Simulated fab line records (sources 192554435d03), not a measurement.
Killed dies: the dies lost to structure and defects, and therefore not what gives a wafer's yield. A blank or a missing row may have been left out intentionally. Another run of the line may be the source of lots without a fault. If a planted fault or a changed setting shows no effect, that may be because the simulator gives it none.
Chamber matching    flow n5Finfet    N5_BEOL_M7_ILD_DEP_00 on pecvd-02 has 3 sister chambers
The step deposits SiCOH lowk from DEMS/porogen, target thk 179.75 nm, time 33.4 s. 22 wafers are shown with their chamber, then 11 later ones without.

## EACH WAFER AND ITS CHAMBER
wafer   chamber  rfFwdPowerW (W)  showerheadPlenumPTorr (Torr)  heaterPowerW (W)
L076.1  1        496.6            5.734                         323
L076.3  2        493.3            5.727                         321
L076.4  0        497.1            5.731                         385
L077.2  0        496.8            5.732                         387
L077.4  1        498.2            5.738                         329
L077.5  2        492.2            5.718                         399
L083.1  0        494.0            5.743                         341
L083.2  1        495.9            5.739                         338
L083.5  2        493.1            5.723                         355
L084.1  0        495.3            5.733                         336
L084.2  2        493.3            5.707                         390
L084.4  1        495.3            5.724                         323
L087.3  2        489.8            5.722                         359
L087.4  2        489.8            5.717                         361
L087.6  0        492.9            5.724                         356
L089.4  2        492.0            5.721                         377
L089.5  0        495.5            5.745                         365
L089.6  1        497.2            5.733                         335
L092.1  2        494.5            5.720                         379
L092.3  0        495.1            5.726                         395
L092.6  0        493.9            5.734                         399
L094.1  2        493.5            5.711                         363

SIGNATURES (averages over the wafers above)
reading                chamber 0  chamber 1  chamber 2  scatter within a chamber
rfFwdPowerW            495.075    496.640    492.389    1.47
showerheadPlenumPTorr  5.73350    5.73360    5.71844    0.00658
heaterPowerW           370.50     329.60     367.11     21.2
Rule: for each reading, subtract the chamber's mean from the wafer's reading, divide by that reading's scatter and square the result; add these up over the readings and take the root, which gives the wafer's distance from the chamber. If the next closest chamber is less than 2 further off than the closest, the wafer can't be placed; otherwise it belongs to the closest. The scatter is the square root of a quotient: the sum, over the shown wafers, of each reading's squared deviation from its chamber's mean, divided by wafers minus chambers.

## WAFERS WITH NO CHAMBER GIVEN
wafer   rfFwdPowerW (W)  showerheadPlenumPTorr (Torr)  heaterPowerW (W)
L094.2  496.6            5.741                         305
L094.6  493.1            5.707                         382
L093.2  499.2            5.750                         284
L093.4  497.0            5.740                         287
L093.6  492.9            5.733                         353
L091.1  492.0            5.713                         363
L091.4  492.7            5.730                         370
L091.5  494.9            5.736                         342
L097.1  497.0            5.740                         267
L097.3  494.6            5.744                         372
L097.5  498.0            5.730                         278

## THE CHAMBER EACH PASSED THROUGH
wafer   from the rows above           in truth
L094.2  can't be placed: 1 or 0       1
L094.6  2                             2
L093.2  can't be placed: 1 or 0       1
L093.4  1                             1
L093.6  can't be placed: 0 or 2 or 1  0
L091.1  2                             2
L091.4  can't be placed: 0 or 2 or 1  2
L091.5  can't be placed: 1 or 0       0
L097.1  1                             1
L097.3  can't be placed: 0 or 1       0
L097.5  1                             1
Correct placement for 5 of the 11. Unplaceable from these rows: 6, with the true chamber sitting among the candidates in 6. Wrongly placed: 0.
